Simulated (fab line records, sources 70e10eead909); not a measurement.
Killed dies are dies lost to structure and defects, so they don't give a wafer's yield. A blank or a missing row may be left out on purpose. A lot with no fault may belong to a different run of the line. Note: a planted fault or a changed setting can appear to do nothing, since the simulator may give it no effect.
Which tool did it?	flow nandHarc	12 lots, 36 wafers sampled, at 4 steps of a route of 1302

WHAT EACH GAUGE READ, for each wafer
NHARC_P_GATE_INSPECT_28. Usual: rawDefectCount 6.0, standard deviation 3.
lot	measured	on	rawDefectCount	flag
L432	day 5 06:59	defectInspect-01	5 6 9	
L433	day 5 07:19	defectInspect-01	3 3 3	
L434	day 5 18:48	defectInspect-01	2 4 3	
L435	day 6 10:02	defectInspect-01	10 4 11	
L439	day 7 21:59	defectInspect-01	6 2 4	
L441	day 8 13:44	defectInspect-01	7 5 4	
L446	day 11 01:42	defectInspect-02	8 7 5	
L451	day 13 01:55	defectInspect-02	9 13 4	
L453	day 13 17:55	defectInspect-01	3 10 4	
L452	day 13 18:26	defectInspect-02	3 8 5	
L454	day 14 11:49	defectInspect-02	9 10 3	
L455	day 14 12:36	defectInspect-01	7 5 5	

NHARC_P_GATE_CD_MEAS_33. Usual: cdNm 120.6 nm, standard deviation 2.4.
lot	measured	on	cdNm (nm)	flag
L432	day 5 08:22	cdSem-03	118.5 119.2 121.3	
L433	day 5 08:12	cdSem-01	121.2 120.0 122.2	
L434	day 5 19:40	cdSem-01	120.2 121.1 120.8	
L435	day 6 10:54	cdSem-03	119.8 122.2 123.4	
L439	day 7 22:51	cdSem-02	118.8 119.4 121.1	
L441	day 8 14:37	cdSem-02	119.2 121.2 121.2	
L446	day 11 02:36	cdSem-02	119.1 121.8 120.2	
L451	day 13 02:46	cdSem-01	120.3 121.1 121.8	
L453	day 13 18:49	cdSem-01	119.8 120.0 116.7	
L452	day 13 19:19	cdSem-01	121.5 121.0 117.8	
L454	day 14 12:40	cdSem-02	125.6 124.2 125.8	
L455	day 14 13:28	cdSem-02	116.5 122.6 118.5	

NHARC_P_GATE_CD_MEAS_91 targets a cd of 2000 nm. Usual: cdNm 1999.8 nm, standard deviation 1.9.
lot	measured	on	cdNm (nm)	flag
L432	day 5 22:53	cdSem-02	1999.9 1999.7 1999.5	
L433	day 5 22:29	cdSem-01	2001.4 1996.8 1999.4	
L434	day 6 09:58	cdSem-02	1997.1 1999.7 1997.6	
L435	day 7 01:34	cdSem-01	2001.1 2001.8 2002.4	
L439	day 8 13:16	cdSem-02	1997.9 2000.5 1999.7	
L441	day 9 05:14	cdSem-03	1986.0 1987.5 1987.6	OFF
L446	day 11 17:02	cdSem-02	1985.1 1981.9 1984.3	OFF
L451	day 13 17:13	cdSem-03	1999.0 1999.8 1997.9	
L453	day 14 09:13	cdSem-03	1998.7 1996.6 1994.1	
L452	day 14 09:47	cdSem-01	2001.3 2001.4 2000.2	
L454	day 15 02:56	cdSem-02	2001.2 2001.1 2001.3	
L455	day 15 06:02	cdSem-01	1999.4 2000.7 2000.8	

EACH LOT AND THE TOOL THAT RAN IT (in order: tool; ch and the chambers of the sampled wafers; start)
lot	NHARC_P_GATE_EXPOSE_88
L432	krfScanner-04 ch 0, day 5 22:44
L433	krfScanner-01 ch 0, day 5 22:20
L434	krfScanner-03 ch 0, day 6 09:49
L435	krfScanner-01 ch 0, day 7 01:25
L439	krfScanner-01 ch 0, day 8 13:06
L441	krfScanner-01 ch 0, day 9 05:05
L446	krfScanner-01 ch 0, day 11 16:53
L451	krfScanner-04 ch 0, day 13 17:03
L453	krfScanner-04 ch 0, day 14 09:04
L452	krfScanner-03 ch 0, day 14 09:38
L454	krfScanner-03 ch 0, day 15 02:46
L455	krfScanner-03 ch 0, day 15 05:53
- NHARC_P_GATE_EXPOSE_88: exposes mask P HVN, target cd 2000 nm.

WHAT THE TOOLS THEMSELVES READ (means of the sampled wafers that have a number; where no wafer has one, the mark that the record gives instead)
NHARC_P_GATE_EXPOSE_88. Usual: exposureDoseMJCm2 11.870, standard deviation 0.011.
lot	tool	exposureDoseMJCm2	flag
L432	krfScanner-04	11.876	
L433	krfScanner-01	11.865	
L434	krfScanner-03	11.869	
L435	krfScanner-01	11.868	
L439	krfScanner-01	11.881	
L441	krfScanner-01	10.912	OFF
L446	krfScanner-01	10.901	OFF
L451	krfScanner-04	11.865	
L453	krfScanner-04	11.864	
L452	krfScanner-03	11.866	
L454	krfScanner-03	11.857	
L455	krfScanner-03	11.867	

THE ANSWER, worked out from the rows above alone
Rule: take the mean of a lot's wafers that have a number; if it is more than 3 standard deviations from the usual mean, the lot is off. Also off: a lot with no number at a reading for which 4 or more lots have one. All remaining lots with rows at the step are treated as sound. First the gauges in route order, then the tools' own readings, where a lot's mean is used as printed above. At the first step where some lot is off, the reading lying furthest off is the one used; lots without a number count as furthest.
Off: L441, L446 (NHARC_P_GATE_CD_MEAS_91, cdNm).
A tool fits if, at a process step before that reading, it ran every lot that is off, and no sound lot after the first of them. Not tried: the gauges at NHARC_P_GATE_CD_MEAS_91; whatever is off there is also off at NHARC_P_GATE_EXPOSE_88, on other tools, and gauge error can't account for it. One candidate fits, namely krfScanner-01 at NHARC_P_GATE_EXPOSE_88. A fault onset in the window from L439 (day 8 13:06, its last sound lot) to L441 (day 9 05:05, its first lot off) fits.
The tool's own readings at NHARC_P_GATE_EXPOSE_88 bear it out: on the lots that are off they differ by more than 5 times the standard deviation of the sound lots' means. exposureDoseMJCm2 reads 10.907 there against 11.868 on the sound lots.

WHAT WAS PUT IN BY THE SIMULATOR
Drift in process parameters on krfScanner-01 at NHARC_P_GATE_EXPOSE_88, starting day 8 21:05. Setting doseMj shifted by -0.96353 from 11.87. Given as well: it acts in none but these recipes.
Shown lots that were struck: L441, L446. The rule above found the same.
